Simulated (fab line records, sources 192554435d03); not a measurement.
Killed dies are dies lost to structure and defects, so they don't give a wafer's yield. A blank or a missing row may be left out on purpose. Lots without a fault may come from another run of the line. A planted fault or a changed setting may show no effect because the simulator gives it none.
fab line records | flow n5_finfet
record lots=7 wafers=39
route steps=1938 shown BEOL_M9@1446 BEOL_M12@1649
start_h: hours from the record's first day to the start of the lot's first wafer shown | wait_h: hours since the lot's step before | " the same as in the row above | L1.1+2: a row that stands for several wafers | - no value, or no start given | * or withheld: withheld | < > ~ a bound
route shown NAME@n: a module of which the file shows steps, and the number in the route of the first | usual: mean/standard deviation of fault-free wafers | same: alike in all rows | chamber/n: place in a boat | sites: the reading at each site | _std_site: their standard deviation | _edge_site: outer sites' mean less inner sites' | radius_mm: how far each site lies from the wafer's centre | mask NAME#n: copy n | behind: the tool/chamber that last shaped the wafer | hold: why the lot was held/for how many hours/how that ended | device: the transistor (n, p or np) that didn't switch | end of line: the same wafers' tests at the end of the route | a step without rows: its recipe alone | killed: dies lost to structure and defects at the first sort, not the wafer's yield | map: a wafer's dies, x killed, . not, _ none there
set.NAME: the setting as run; set.NAME@STEP: as run at that earlier step | model.NAME: the simulator's own value behind a step, which no gauge read
lots whose settings were changed on purpose; a table a step, a row a wafer
## steps
# step N5_BEOL_M9_TRENCH_ETCH_37
# recipe chemistry=C4F6/O2 target_depth_a=1514.3 target=SiCOH_lowk time_s=49 ion_energy_ev=250 pressure_mtorr=30 source_w=345 bias_w=185 Ar_flow_sccm=300 C4F6_flow_sccm=10 O2_flow_sccm=10
# columns lot.wafer tool chamber start_h wait_h set.target_depth_a model.BEOL_M9.feature_depth_nm model.etch.depth_nm model.TiN_of_BEOL_M9_HM_DEP_02.thk_nm
L077.1 rie_diel-06 3 - - 1220 121.4 121.4 16.8
L077.2 " 1 " " 1514.3 147.6 147.7 16
L077.3 " 0 " " 1220 118.4 118.5 17
L077.4 " 2 " " 1220 122.6 122.6 16.6
L077.5 " 2 " " 1514.3 153.4 153.4 16
L077.6 " 1 " " 1514.3 147.2 147.2 16.4
L078.1 rie_diel-01 3 - - 1514.3 147.6 147.7 16
L078.2 " 0 " " 1514.3 155.2 155.3 15.8
L078.3 " 1 " " 1514.3 150 149.9 15.8
L078.4 " 2 " " 1514.3 157 157 16
L078.5 " 3 " " 1514.3 147.6 147.6 16.4
L078.6 " 2 " " 1514.3 156.6 156.5 15.6
L080.1 rie_diel-01 1 - - 1514.3 150.4 150.3 16.2
L080.2 " 3 " " 2397 231.8 231.7 14.2
L080.3 " 2 " " 1514.3 154.4 154.4 16.2
L080.4 " 2 " " 1514.3 153.4 153.4 16.2
L080.5 " 1 " " 2397 235.6 235.6 13.8
L080.6 " 3 " " 2397 231.8 231.9 14
L083.1 rie_diel-01 2 - - 1514.3 153.8 153.7 15.8
L083.2 " 0 " " 1514.3 154.2 154.3 15.6
L083.3 " 1 " " 1514.3 149.6 149.5 15.6
L083.4 " 3 " " 2119 204.8 204.7 14.8
L083.5 " 0 " " 2119 216 216.1 13.8
L083.6 " 3 " " 2119 205.2 205.2 14.2
L086.1 rie_diel-03 0 - - 1514.3 155.2 155.2 15.6
L086.2 " 3 " " 1514.3 151.6 151.6 16.2
L086.3 " 2 " " 1514.3 156.2 156.1 15.6
L090.1 rie_diel-06 3 - - 1990 198.6 198.6 14.8
L090.2 " 0 " " 1990 194.2 194.2 14.6
L090.3 " 2 " " 1514.3 153.8 153.7 16
L090.4 " 2 " " 1514.3 151 151 16
L090.5 " 0 " " 1514.3 148.4 148.4 15.8
L090.6 " 3 " " 1990 197.8 197.9 14.6
L094.1 rie_diel-03 3 - - 1514.3 153.8 153.9 15.6
L094.2 " 0 " " 1514.3 153.6 153.6 15.6
L094.3 " 1 " " 1274 125.8 125.9 16.8
L094.4 " 2 " " 1274 131.8 131.8 16.4
L094.5 " 0 " " 1514.3 154.2 154.2 16
L094.6 " 3 " " 1274 129.4 129.3 16.4
# step N5_BEOL_M9_ETCH_41
# recipe chemistry=CH3F/O2 target=SiCN target_depth_a=366 taper_deg=2 time_s=70.1 ion_energy_ev=120 mask_material=TiN pressure_mtorr=30 source_w=395 bias_w=75 Ar_flow_sccm=150 CH3F_flow_sccm=30 O2_flow_sccm=20
# step N5_BEOL_M9_STRIP_80
# recipe chemistry=N2/H2 time_s=10 power_w=450 temp_c=40 pressure_mtorr=20 rf_frequency_hz=6e+07 bias_power_w=7 n2_flow_sccm=200 h2_flow_sccm=200
# step N5_BEOL_M9_OCD_MEAS_38
# usual trench_depth_nm=151/3.2
# columns lot.wafer tool chamber start_h wait_h set.target_depth_a@BEOL_M9_TRENCH_ETCH_37 trench_depth_nm
L077.1 ocd-02 - 228.09 - 1220 121
L077.2 " - " " 1514.3 148
L077.3 " - " " 1220 119
L077.4 " - " " 1220 123
L077.5 " - " " 1514.3 153
L077.6 " - " " 1514.3 147
L078.1 ocd-01 - 231.29 - 1514.3 148
L078.2 " - " " 1514.3 155
L078.3 " - " " 1514.3 150
L078.4 " - " " 1514.3 157
L078.5 " - " " 1514.3 148
L078.6 " - " " 1514.3 157
L080.1 ocd-02 - 249.22 - 1514.3 150
L080.2 " - " " 2397 231
L080.3 " - " " 1514.3 154
L080.4 " - " " 1514.3 153
L080.5 " - " " 2397 236
L080.6 " - " " 2397 232
L083.1 ocd-01 - 270.27 - 1514.3 153
L083.2 " - " " 1514.3 154
L083.3 " - " " 1514.3 150
L083.4 " - " " 2119 204
L083.5 " - " " 2119 216
L083.6 " - " " 2119 205
L086.1 ocd-01 - 303.09 - 1514.3 155
L086.2 " - " " 1514.3 151
L086.3 " - " " 1514.3 156
L090.1 ocd-02 - 324.08 - 1990 198
L090.2 " - " " 1990 194
L090.3 " - " " 1514.3 154
L090.4 " - " " 1514.3 151
L090.5 " - " " 1514.3 149
L090.6 " - " " 1990 198
L094.1 ocd-01 - 355.84 - 1514.3 154
L094.2 " - " " 1514.3 154
L094.3 " - " " 1274 126
L094.4 " - " " 1274 132
L094.5 " - " " 1514.3 155
L094.6 " - " " 1274 129
# step N5_BEOL_M9_HM_STRIP_39
# recipe chemistry=peroxide_tin_strip material=TiN target_depth_a=250 temp_c=50 time_s=158
# step N5_BEOL_M9_SRD_40
# recipe time_s=30 temp_c=23 rinse_liquid=diw dry=ipa_marangoni
# step N5_BEOL_M9_ECD_50
# recipe material=Cu target_thk_a=3180
# step N5_BEOL_M9_ANNEAL_51
# recipe temp_c=225 time_s=90 ambient=N2
# step N5_BEOL_M9_CMP_52
# recipe stop_on=SiCOH_lowk t_overpolish_s=7 down_force_psi=1 platen_rpm=50 clearing_platen_down_force_psi=1.5 clearing_platen_rpm=50 post_cmp_clean=cu_alkaline target_thk_nm=140 clearing_platen_pad_velocity_m_s=0.99484 pad_velocity_m_s=0.99484
# columns lot.wafer tool chamber start_h wait_h set.target_depth_a@BEOL_M9_TRENCH_ETCH_37 model.Cu_of_BEOL_M9_ECD_50.thk_nm
L077.4 cmp-04 3 229.76 0.1 1220 110.2
L077.3 " 0 " " 1220 107.4
L077.2+6 " 1,3 " " 1514.3 135.4
L077.1 " 2 " " 1220 110
L077.5 " 0 " " 1514.3 141.2
L078.3 cmp-02 0 234.19 0.2 1514.3 138.2
L078.4 " 1 " " 1514.3 145.8
L078.2 " 2 " " 1514.3 143.6
L078.1 " 3 " " 1514.3 136.4
L078.6 " 0 " " 1514.3 144.8
L078.5 " 1 " " 1514.3 137.2
L080.3 cmp-01 1 251.64 0.3 1514.3 144
L080.1 " 2 " " 1514.3 136.8
L080.4 " 3 " " 1514.3 142
L080.2 " 0 " " 2397 219.8
L080.5 " 1 " " 2397 226
L080.6 " 2 " " 2397 219.4
L083.1 cmp-02 1 272.73 0.3 1514.3 141.4
L083.2 " 2 " " 1514.3 143.2
L083.3 " 3 " " 1514.3 138.8
L083.4 " 0 " " 2119 192
L083.5 " 1 " " 2119 203.4
L083.6 " 2 " " 2119 192.6
L086.2 cmp-04 0 305.97 0.2 1514.3 141.6
L086.3 " 1 " " 1514.3 145.8
L086.1 " 2 " " 1514.3 144.6
L090.1 cmp-04 0 326.36 0.3 1990 187.2
L090.4 " 1 " " 1514.3 139
L090.2 " 2 " " 1990 181.8
L090.3 " 3 " " 1514.3 142.6
L090.5 " 0 " " 1514.3 137.2
L090.6 " 1 " " 1990 185.4
L094.4 cmp-04 1 358.04 0.1 1274 120.4
L094.1+5 " 2,1 " " 1514.3 143.4
L094.3 " 3 " " 1274 114
L094.2 " 0 " " 1514.3 142.6
L094.6 " 2 " " 1274 119
# step N5_BEOL_M9_THK_MEAS_53
# recipe thk_meas_gauge=xrf reads=Cu_of_BEOL_M9_ECD_50
# usual M9_THK=141/3.6
# columns lot.wafer tool chamber start_h wait_h set.target_depth_a@BEOL_M9_TRENCH_ETCH_37 M9_THK[nm]
L077.1 film_metro-02 - 230.05 - 1220 111
L077.2 " - " " 1514.3 138
L077.3 " - " " 1220 109
L077.4 " - " " 1220 111
L077.5 " - " " 1514.3 143
L077.6 " - " " 1514.3 137
L078.1 film_metro-02 - 234.49 - 1514.3 138
L078.2 " - " " 1514.3 145
L078.3 " - " " 1514.3 140
L078.4 " - " " 1514.3 147
L078.5 " - " " 1514.3 139
L078.6 " - " " 1514.3 146
L080.1 film_metro-02 - 251.94 - 1514.3 137
L080.2 " - " " 2397 220
L080.3 " - " " 1514.3 145
L080.4 " - " " 1514.3 143
L080.5 " - " " 2397 228
L080.6 " - " " 2397 221
L083.1 film_metro-02 - 273.03 - 1514.3 141
L083.2 " - " " 1514.3 143
L083.3 " - " " 1514.3 139
L083.4 " - " " 2119 192
L083.5 " - " " 2119 203
L083.6 " - " " 2119 192
L086.1 film_metro-02 - 306.22 - 1514.3 146
L086.2 " - " " 1514.3 144
L086.3 " - " " 1514.3 147
L090.1 film_metro-01 - 326.65 - 1990 190
L090.2 " - " " 1990 185
L090.3 " - " " 1514.3 146
L090.4 " - " " 1514.3 141
L090.5 " - " " 1514.3 139
L090.6 " - " " 1990 190
L094.1 film_metro-02 - 358.34 - 1514.3 145
L094.2 " - " " 1514.3 144
L094.3 " - " " 1274 115
L094.4 " - " " 1274 122
L094.5 " - " " 1514.3 145
L094.6 " - " " 1274 120
# step N5_BEOL_M9_PRE_CLEAN_55
# recipe gas=NH3 time_s=15 temp_c=withheld rf_power_w=300
# step N5_BEOL_M9_DEP_56
# recipe material=SiCN target_thk_a=150 temp_c=withheld precursor=3MS/NH3 pressure_torr=3 rf_w=202 time_s=26.5
# step N5_BEOL_M9_RS_MEAS_57
# recipe thk_meas_gauge=four-point-probe reads=Cu_of_BEOL_M9_ECD_50+Co_of_BEOL_M9_CVD_78+TaN_of_BEOL_M9_ALD_74
# usual M9_RS=0.152/0.0041
# columns lot.wafer tool chamber start_h wait_h set.target_depth_a@BEOL_M9_TRENCH_ETCH_37 M9_RS[ohm/sq]
L077.1 film_metro-02 - 230.22 0.1 1220 0.198
L077.2 " - " " 1514.3 0.157
L077.3 " - " " 1220 0.203
L077.4 " - " " 1220 0.197
L077.5 " - " " 1514.3 0.150
L077.6 " - " " 1514.3 0.156
L078.1 film_metro-02 - 234.62 0.1 1514.3 0.155
L078.2 " - " " 1514.3 0.147
L078.3 " - " " 1514.3 0.153
L078.4 " - " " 1514.3 0.144
L078.5 " - " " 1514.3 0.155
L078.6 " - " " 1514.3 0.145
L080.1 film_metro-01 - 252.11 0.1 1514.3 0.155
L080.2 " - " " 2397 0.093
L080.3 " - " " 1514.3 0.146
L080.4 " - " " 1514.3 0.149
L080.5 " - " " 2397 0.090
L080.6 " - " " 2397 0.093
L083.1 film_metro-01 - 273.16 0.1 1514.3 0.149
L083.2 " - " " 1514.3 0.147
L083.3 " - " " 1514.3 0.152
L083.4 " - " " 2119 0.107
L083.5 " - " " 2119 0.101
L083.6 " - " " 2119 0.107
L086.1 film_metro-01 - 306.41 0.1 1514.3 0.146
L086.2 " - " " 1514.3 0.149
L086.3 " - " " 1514.3 0.145
L090.1 film_metro-01 - 326.79 0.1 1990 0.110
L090.2 " - " " 1990 0.114
L090.3 " - " " 1514.3 0.148
L090.4 " - " " 1514.3 0.152
L090.5 " - " " 1514.3 0.155
L090.6 " - " " 1990 0.111
L094.1 film_metro-02 - 358.47 0.1 1514.3 0.147
L094.2 " - " " 1514.3 0.148
L094.3 " - " " 1274 0.190
L094.4 " - " " 1274 0.178
L094.5 " - " " 1514.3 0.147
L094.6 " - " " 1274 0.181
# step N5_BEOL_M12_SPUTTER_44
# recipe material=Ta target_thk_a=100 temp_c=50 bias_v=80 power_w=15000 chamber_pressure_pa=0.07 time_s=16.13
# columns lot.wafer tool chamber start_h wait_h set.time_s model.Ta_of_BEOL_M12_SPUTTER_44.thk_nm
L077.1 pvd_sputter-01 - 246.96 0.0 16.13 9.8
L077.2 " - " " 22.29 13.8
L077.3+5 " - " " 22.29 14
L077.4+6 " - " " 16.13 10
L078.1+3+4 pvd_sputter-02 - 260.78 0.0 10.67 6.6
L078.2+6 " - " " 16.13 9.8
L078.5 " - " " 16.13 10
L080.1+5+6 pvd_sputter-03 - 275.91 0.0 16.13 10.2
L080.2+3+4 " - " " 6.557 4
L083.1+6 pvd_sputter-01 - 301.18 0.0 16.13 10.2
L083.2 " - " " 6.739 4.4
L083.3 " - " " 16.13 10
L083.4 " - " " 6.739 4.2
L083.5 " - " " 6.739 4.6
L086.1 pvd_sputter-03 - 326.34 0.0 16.13 10.4
L086.2 " - " " 16.13 10
L086.3 " - " " 16.13 10.2
L090.1+3+6 pvd_sputter-02 - 349.92 0.0 23 14.2
L090.2 " - " " 16.13 10.2
L090.4 " - " " 16.13 10
L090.5 " - " " 16.13 9.8
L094.1+2+3+4+6 pvd_sputter-02 - 386.16 0.0 16.13 10.2
L094.5 " - " " 16.13 10.4
# step N5_BEOL_M12_SPUTTER_45
# recipe material=Cu target_thk_a=800 temp_c=-20 bias_v=60 power_w=26000 chamber_pressure_pa=0.13 time_s=13.33
# step N5_BEOL_M12_ECD_47
# recipe material=Cu target_thk_a=7200
# step N5_BEOL_M12_ANNEAL_48
# recipe temp_c=225 time_s=90 ambient=N2
# step N5_BEOL_M12_CMP_49
# recipe stop_on=SiOC t_overpolish_s=20.6 down_force_psi=1 platen_rpm=50 clearing_platen_down_force_psi=1.5 clearing_platen_rpm=50 post_cmp_clean=cu_alkaline target_thk_nm=320 clearing_platen_pad_velocity_m_s=0.99484 pad_velocity_m_s=0.99484
# usual barrier_field_endpoint_s=29.9/0.77
# columns lot.wafer tool chamber start_h wait_h set.time_s@BEOL_M12_SPUTTER_44 barrier_field_endpoint_s
L077.3 cmp-02 3 247.62 0.2 22.29 35.3
L077.1 " 0 " " 16.13 29.6
L077.4 " 1 " " 16.13 30.5
L077.2 " 2 " " 22.29 34.3
L077.5 " 3 " " 22.29 36.1
L077.6 " 0 " " 16.13 30.5
L078.1 cmp-01 0 262.18 0.3 10.67 25.0
L078.4 " 1 " " 10.67 25.0
L078.2 " 2 " " 16.13 27.8
L078.3 " 3 " " 10.67 24.7
L078.6 " 0 " " 16.13 27.7
L078.5 " 1 " " 16.13 29.2
L080.1 cmp-02 1 276.66 0.3 16.13 30.1
L080.4 " 2 " " 6.557 22.3
L080.3 " 3 " " 6.557 22.8
L080.2 " 0 " " 6.557 22.6
L080.5 " 1 " " 16.13 29.5
L080.6 " 2 " " 16.13 29.3
L083.1 cmp-01 2 301.81 0.3 16.13 29.9
L083.4 " 3 " " 6.739 23.1
L083.2 " 0 " " 6.739 23.4
L083.3 " 1 " " 16.13 30.4
L083.6 " 2 " " 16.13 30.0
L083.5 " 3 " " 6.739 23.2
L086.2 cmp-01 3 327.45 0.2 16.13 29.6
L086.1 " 0 " " 16.13 29.5
L086.3 " 1 " " 16.13 30.5
L090.4 cmp-02 0 350.56 0.1 16.13 29.6
L090.3 " 1 " " 23 34.3
L090.2 " 2 " " 16.13 29.0
L090.1 " 3 " " 23 34.1
L090.6 " 0 " " 23 34.0
L090.5 " 1 " " 16.13 29.7
L094.3 cmp-02 3 386.81 0.2 16.13 30.6
L094.4 " 0 " " 16.13 30.8
L094.1 " 1 " " 16.13 30.5
L094.2 " 2 " " 16.13 29.8
L094.6 " 3 " " 16.13 31.3
L094.5 " 0 " " 16.13 30.3
## key
split step=N5_BEOL_M9_TRENCH_ETCH_37 setting=target_depth_a stated=1514.3 by=wafer
response step=N5_BEOL_M9_TRENCH_ETCH_37 reading=model.BEOL_M9.feature_depth_nm change=+1.41 per=1% r=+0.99
response step=N5_BEOL_M9_TRENCH_ETCH_37 reading=model.etch.depth_nm change=+1.41 per=1% r=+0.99
response step=N5_BEOL_M9_TRENCH_ETCH_37 reading=model.TiN_of_BEOL_M9_HM_DEP_02.thk_nm change=-0.0378 per=1% r=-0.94
response step=N5_BEOL_M9_OCD_MEAS_38 reading=trench_depth_nm change=+1.41 per=1% r=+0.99
response step=N5_BEOL_M9_CMP_52 reading=model.Cu_of_BEOL_M9_ECD_50.thk_nm change=+1.4 per=1% r=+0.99
response step=N5_BEOL_M9_THK_MEAS_53 reading=M9_THK change=+1.42 per=1% r=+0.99
response step=N5_BEOL_M9_RS_MEAS_57 reading=M9_RS change=-0.00119 per=1% r=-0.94
split step=N5_BEOL_M12_SPUTTER_44 setting=time_s stated=16.13 by=wafer
response step=N5_BEOL_M12_SPUTTER_44 reading=model.Ta_of_BEOL_M12_SPUTTER_44.thk_nm change=+0.101 per=1% r=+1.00
response step=N5_BEOL_M12_CMP_49 reading=barrier_field_endpoint_s change=+0.117 per=1% r=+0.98
